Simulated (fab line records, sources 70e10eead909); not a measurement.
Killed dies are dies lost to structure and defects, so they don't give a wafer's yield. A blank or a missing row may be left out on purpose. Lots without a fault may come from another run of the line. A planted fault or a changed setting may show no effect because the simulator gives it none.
Which tool did it? | flow nand_harc | 10 lots, 30 wafers sampled, at 5 steps of a route of 1302

WHAT THE GAUGES READ, wafer by wafer
NHARC_END_WLT_00. Usual: VT_DECK1_BOTTOM 0.871, standard deviation 0.0078; VT_DECK1_BOTTOM_INNER 0.872, standard deviation 0.0074; VT_DECK1_MEDIAN_NEAR_BOTTOM 0.873, standard deviation 0.0072; VT_DECK1_MEDIAN_NEAR_BOTTOM_INNER 0.873, standard deviation 0.0072; VT_DECK1_MIDDLE 0.885, standard deviation 0.007; VT_DECK1_MIDDLE_INNER 0.885, standard deviation 0.0076; VT_DECK1_TOP 0.897, standard deviation 0.0074; VT_DECK1_TOP_INNER 0.897, standard deviation 0.0067; VT_DECK2_BOTTOM 0.871, standard deviation 0.0067; VT_DECK2_BOTTOM_INNER 0.871, standard deviation 0.0068; VT_DECK2_MEDIAN_NEAR_BOTTOM 0.873, standard deviation 0.0071; VT_DECK2_MEDIAN_NEAR_BOTTOM_INNER 0.873, standard deviation 0.0071; VT_DECK2_MIDDLE 0.884, standard deviation 0.0066; VT_DECK2_MIDDLE_INNER 0.884, standard deviation 0.0063; VT_DECK2_TOP 0.895, standard deviation 0.0064; VT_DECK2_TOP_INNER 0.896, standard deviation 0.0062.
lot  | measured     | on        | VT_DECK1_BOTTOM   | VT_DECK1_BOTTOM_INNER | VT_DECK1_MEDIAN_NEAR_BOTTOM | VT_DECK1_MEDIAN_NEAR_BOTTOM_INNER | VT_DECK1_MIDDLE   | VT_DECK1_MIDDLE_INNER | VT_DECK1_TOP      | VT_DECK1_TOP_INNER | VT_DECK2_BOTTOM   | VT_DECK2_BOTTOM_INNER | VT_DECK2_MEDIAN_NEAR_BOTTOM | VT_DECK2_MEDIAN_NEAR_BOTTOM_INNER | VT_DECK2_MIDDLE   | VT_DECK2_MIDDLE_INNER | VT_DECK2_TOP      | VT_DECK2_TOP_INNER | flag
L691 | day 25 13:58 | prober-01 | 0.860 0.861 0.861 | 0.862 0.867 0.858     | 0.861 0.874 0.861           | 0.862 0.866 0.867                 | 0.883 0.872 0.875 | 0.865 0.874 0.876     | 0.881 0.883 0.890 | 0.883 0.881 0.881  | 0.869 0.879 0.873 | 0.858 0.869 0.871     | 0.873 0.874 0.880           | 0.872 0.873 0.873                 | 0.876 0.877 0.881 | 0.882 0.882 0.878     | 0.898 0.900 0.891 | 0.892 0.896 0.896  |
L693 | day 25 21:57 | prober-02 | 0.882 0.872 0.877 | 0.877 0.878 0.875     | 0.878 0.875 0.880           | 0.879 0.871 0.879                 | 0.895 0.892 0.895 | 0.893 0.888 0.905     | 0.910 0.900 0.904 | 0.903 0.910 0.904  | 0.881 0.875 0.877 | 0.883 0.868 0.868     | 0.879 0.884 0.872           | 0.880 0.885 0.874                 | 0.894 0.878 0.898 | 0.891 0.894 0.879     | 0.899 0.899 0.897 | 0.895 0.902 0.903  |
L695 | day 27 17:01 | prober-02 | 0.878 0.885 0.884 | 0.881 0.876 0.876     | 0.880 0.883 0.879           | 0.874 0.875 0.889                 | 0.892 0.887 0.896 | 0.894 0.888 0.899     | 0.901 0.907 0.911 | 0.907 0.908 0.904  | 0.868 0.874 0.868 | 0.865 0.876 0.871     | 0.863 0.878 0.865           | 0.869 0.876 0.866                 | 0.877 0.880 0.880 | 0.872 0.884 0.875     | 0.890 0.891 0.886 | 0.897 0.891 0.896  |
L699 | day 30 02:06 | prober-01 | 0.880 0.870 0.870 | 0.883 0.874 0.875     | 0.877 0.879 0.872           | 0.881 0.870 0.870                 | 0.878 0.894 0.889 | 0.889 0.889 0.891     | 0.900 0.896 0.887 | 0.893 0.904 0.897  | 0.869 0.866 0.881 | 0.864 0.869 0.879     | 0.875 0.873 0.875           | 0.867 0.871 0.872                 | 0.888 0.884 0.877 | 0.882 0.884 0.889     | 0.895 0.893 0.897 | 0.891 0.896 0.888  |
L701 | day 30 10:16 | prober-01 | 0.866 0.885 0.886 | 0.879 0.882 0.888     | 0.875 0.881 0.882           | 0.872 0.881 0.891                 | 0.888 0.889 0.891 | 0.892 0.891 0.895     | 0.901 0.908 0.897 | 0.903 0.898 0.899  | 0.867 0.871 0.880 | 0.875 0.874 0.874     | 0.873 0.889 0.870           | 0.874 0.886 0.874                 | 0.889 0.888 0.896 | 0.885 0.886 0.890     | 0.894 0.898 0.896 | 0.909 0.902 0.896  |
L705 | day 30 22:46 | prober-01 | 0.878 0.870 0.864 | 0.880 0.875 0.868     | 0.877 0.876 0.863           | 0.874 0.866 0.865                 | 0.889 0.884 0.889 | 0.892 0.879 0.878     | 0.897 0.894 0.894 | 0.894 0.890 0.893  | 0.875 0.867 0.874 | 0.879 0.868 0.878     | 0.879 0.876 0.875           | 0.880 0.870 0.876                 | 0.889 0.890 0.889 | 0.889 0.887 0.882     | 0.896 0.898 0.896 | 0.894 0.899 0.897  |
L707 | day 31 15:35 | prober-02 | 0.874 0.880 0.878 | 0.880 0.869 0.869     | 0.883 0.869 0.872           | 0.877 0.874 0.880                 | 0.886 0.886 0.892 | 0.880 0.889 0.885     | 0.903 0.900 0.902 | 0.899 0.900 0.898  | 0.860 0.867 0.860 | 0.853 0.861 0.852     | 0.856 0.858 0.866           | 0.856 0.871 0.859                 | 0.880 0.873 0.870 | 0.882 0.878 0.878     | 0.885 0.885 0.887 | 0.892 0.892 0.886  |
L708 | day 32 16:13 | prober-01 | 0.879 0.886 0.879 | 0.877 0.885 0.881     | 0.884 0.893 0.884           | 0.885 0.888 0.881                 | 0.893 0.896 0.890 | 0.893 0.893 0.891     | 0.906 0.912 0.901 | 0.903 0.902 0.900  | 0.874 0.869 0.863 | 0.882 0.865 0.868     | 0.882 0.875 0.866           | 0.877 0.875 0.865                 | 0.889 0.890 0.878 | 0.882 0.883 0.885     | 0.907 0.900 0.896 | 0.901 0.896 0.894  |
L710 | day 32 23:38 | prober-02 | 0.867 0.873 0.873 | 0.867 0.883 0.871     | 0.869 0.876 0.874           | 0.874 0.878 0.883                 | 0.886 0.887 0.883 | 0.884 0.886 0.891     | 0.898 0.900 0.905 | 0.902 0.891 0.901  | 0.873 0.884 0.872 | 0.872 0.879 0.875     | 0.879 0.881 0.874           | 0.879 0.874 0.874                 | 0.890 0.884 0.891 | 0.892 0.901 0.885     | 0.897 0.903 0.907 | 0.908 0.891 0.896  |
L712 | day 34 04:09 | prober-02 | 0.870 0.870 0.880 | 0.870 0.866 0.878     | 0.881 0.862 0.888           | 0.873 0.866 0.868                 | 0.884 0.882 0.885 | 0.879 0.877 0.889     | 0.887 0.895 0.895 | 0.901 0.898 0.894  | 0.876 0.879 0.878 | 0.869 0.888 0.873     | 0.871 0.891 0.874           | 0.878 0.892 0.870                 | 0.881 0.899 0.889 | 0.882 0.892 0.891     | 0.899 0.901 0.905 | 0.898 0.898 0.910  |

NHARC_END_SORT_01. Usual: defect_limited_yield 91.0 %, standard deviation 2.8; killed_at_array 56, standard deviation 18; killed_at_other 1.4, standard deviation 1.5; killed_at_periphery 4, standard deviation 3.1; killed_dies 61, standard deviation 19; killed_open 3.5, standard deviation 1.8; killed_short 2.4, standard deviation 1.4.
lot  | measured     | on        | defect_limited_yield (%) | killed_at_array | killed_at_other | killed_at_periphery | killed_dies | killed_open | killed_short | flag
L699 | day 30 05:02 | prober-01 | 86.0 80.9 86.1           | 82 63 82        | 1 59 0          | 12 7 12             | 95 129 94   | 4 2 6       | 3 1 4        | OFF
L705 | day 31 01:46 | prober-01 | 90.8 89.2 80.5           | 54 68 63        | 1 3 62          | 7 2 7               | 62 73 132   | 1 3 3       | 1 3 0        | OFF
L707 | day 31 20:59 | prober-02 | 87.4                     | 83              | 0               | 2                   | 85          | 4           | 4            |

WHICH TOOL RAN EACH LOT (tool, then ch and the chambers of the sampled wafers, then the start)
lot  | NHARC_A_BONDPAD_PVD_27                  | NHARC_THIN_TSV_ETCH_44             | NHARC_THIN_TSV_DEGAS_53
L691 | pvd_sputter-01, day 25 01:59 or earlier | rie_diel-12 ch 1,2,3, day 25 01:59 | pvd_sputter-03, day 25 06:30
L693 | pvd_sputter-03, day 25 06:59 or earlier | rie_diel-12 ch 0,1,2, day 25 06:59 | pvd_sputter-03, day 25 11:35
L695 | pvd_sputter-01, day 27 01:34 or earlier | rie_diel-04 ch 2,3, day 27 01:34   | pvd_sputter-03, day 27 06:15
L699 | pvd_sputter-03, day 29 12:26 or earlier | rie_diel-12 ch 0,1,2, day 29 12:26 | pvd_sputter-02, day 29 16:50
L701 | pvd_sputter-02, day 29 14:49 or earlier | rie_diel-02 ch 0,1,2, day 29 14:49 | pvd_sputter-02, day 29 19:32
L705 | pvd_sputter-03, day 30 11:10 or earlier | rie_diel-12 ch 0,2,3, day 30 11:10 | pvd_sputter-02, day 30 15:37
L707 | pvd_sputter-01, day 31 04:56 or earlier | rie_diel-02 ch 1,2,3, day 31 04:56 | pvd_sputter-02, day 31 09:21
L708 | pvd_sputter-01, day 32 03:07 or earlier | rie_diel-04 ch 0,1,3, day 32 03:07 | pvd_sputter-03, day 32 07:35
L710 | pvd_sputter-03, day 32 13:02 or earlier | rie_diel-02 ch 1,2, day 32 13:02   | pvd_sputter-02, day 32 17:36
L712 | pvd_sputter-03, day 33 15:41 or earlier | rie_diel-02 ch 0,1,3, day 33 15:41 | pvd_sputter-01, day 33 20:19
- NHARC_A_BONDPAD_PVD_27: deposits Cu, target thk 30 nm, time 20.49 s.
- NHARC_THIN_TSV_ETCH_44: etches the open film in CF4/O2, target depth 1594.2 nm, time 797.1 s.
- NHARC_THIN_TSV_DEGAS_53: time 60 s.

WHAT THE TOOLS THEMSELVES READ (means of the sampled wafers that have a number; where no wafer has one, the mark that the record gives instead)
NHARC_A_BONDPAD_PVD_27. Usual: substrate_temp_c 30.00 C, standard deviation 0.11; throttle_valve_pct 30.0 %, standard deviation 0.62.
lot  | tool           | substrate_temp_c (C) | throttle_valve_pct (%) | flag
L691 | pvd_sputter-01 | 29.94                | 30.3                   |
L693 | pvd_sputter-03 | 29.85                | 29.8                   |
L695 | pvd_sputter-01 | 30.02                | 30.4                   |
L699 | pvd_sputter-03 | 29.97                | 29.7                   |
L701 | pvd_sputter-02 | 29.87                | 29.4                   |
L705 | pvd_sputter-03 | 30.03                | 30.0                   |
L707 | pvd_sputter-01 | 30.02                | 30.4                   |
L708 | pvd_sputter-01 | 30.01                | 30.8                   |
L710 | pvd_sputter-03 | 29.93                | 30.3                   |
L712 | pvd_sputter-03 | 30.02                | 30.0                   |

NHARC_THIN_TSV_ETCH_44. Usual: drypump_motor_current_A 5.7 A, standard deviation 0.43; mfc_ar_sccm 0.013 sccm, standard deviation 0.014; o2_flow_sccm 9.996 sccm, standard deviation 0.025; oes_product_au 1.002 a.u., standard deviation 0.0098; rf_vpp_V 794 V, standard deviation 4.6; showerhead_plenum_p_Torr 1.83 Torr, standard deviation 0.074; throttle_valve_pct 16.915 %, standard deviation 0.0086.
lot  | tool        | drypump_motor_current_A (A) | mfc_ar_sccm (sccm) | o2_flow_sccm (sccm) | oes_product_au (a.u.) | rf_vpp_V (V) | showerhead_plenum_p_Torr (Torr) | throttle_valve_pct (%) | flag
L691 | rie_diel-12 | 5.2                         | 0.011              | 10.003              | 1.011                 | 793          | 1.79                            | 16.916                 |
L693 | rie_diel-12 | 5.4                         | 0.001              | 9.989               | 1.006                 | 797          | 1.86                            | 16.903                 |
L695 | rie_diel-04 | 5.7                         | 0.000              | 9.986               | 1.012                 | 792          | 1.79                            | 16.919                 |
L699 | rie_diel-12 | 5.4                         | 0.001              | 10.025              | 1.001                 | 796          | 1.86                            | 16.916                 |
L701 | rie_diel-02 | 6.0                         | 0.024              | 9.988               | 0.997                 | 793          | 1.81                            | 16.908                 |
L705 | rie_diel-12 | 5.3                         | 0.012              | 9.993               | 1.007                 | 794          | 1.83                            | 16.913                 |
L707 | rie_diel-02 | 6.1                         | 0.018              | 10.005              | 1.006                 | 794          | 1.83                            | 16.916                 |
L708 | rie_diel-04 | 5.6                         | 0.016              | 10.007              | 1.000                 | 797          | 1.87                            | 16.913                 |
L710 | rie_diel-02 | 5.9                         | 0.026              | 10.003              | 1.006                 | 789          | 1.77                            | 16.918                 |
L712 | rie_diel-02 | 6.1                         | 0.016              | 9.960               | 0.996                 | 796          | 1.87                            | 16.906                 |

NHARC_THIN_TSV_DEGAS_53. Usual: heater_power_w 477 W, standard deviation 59.
lot  | tool           | heater_power_w (W) | flag
L691 | pvd_sputter-03 | 501                |
L693 | pvd_sputter-03 | 481                |
L695 | pvd_sputter-03 | 481                |
L699 | pvd_sputter-02 | 394                |
L701 | pvd_sputter-02 | 417                |
L705 | pvd_sputter-02 | 488                |
L707 | pvd_sputter-02 | 477                |
L708 | pvd_sputter-03 | 487                |
L710 | pvd_sputter-02 | 457                |
L712 | pvd_sputter-01 | 527                |

THE ANSWER, worked out from the rows above alone
Rule: a lot is off if the mean of its wafers that have a number lies more than 3 standard deviations from the usual mean. A lot without any number at a reading at which 4 lots or more have one is off too. The other lots that the step has rows for count as sound. The gauges are gone through in route order, then the tools' own readings, and for those a lot's mean is taken as printed above. The first step at which some lot is off is used, and at that step the reading that is off furthest; a lot without a number counts as furthest.
Off: L699, L705, at NHARC_END_SORT_01 (killed_at_other). Neither off nor sound, because the step has no rows for them: L691, L693, L695, L701, L708, L710, L712.
A tool fits if, at a process step before that reading, it ran every lot that is off, and no sound lot after the first of them. The gauges at NHARC_END_SORT_01 are tried like those tools. NHARC_A_BONDPAD_PVD_27 gives no start for some lots, so the hours and the order of its lots are those of NHARC_THIN_TSV_ETCH_44. Can't be told from this: 3 tools fit, pvd_sputter-03 at NHARC_A_BONDPAD_PVD_27, rie_diel-12 at NHARC_THIN_TSV_ETCH_44, prober-01 at NHARC_END_SORT_01.

WHAT THE SIMULATOR HAD PUT IN
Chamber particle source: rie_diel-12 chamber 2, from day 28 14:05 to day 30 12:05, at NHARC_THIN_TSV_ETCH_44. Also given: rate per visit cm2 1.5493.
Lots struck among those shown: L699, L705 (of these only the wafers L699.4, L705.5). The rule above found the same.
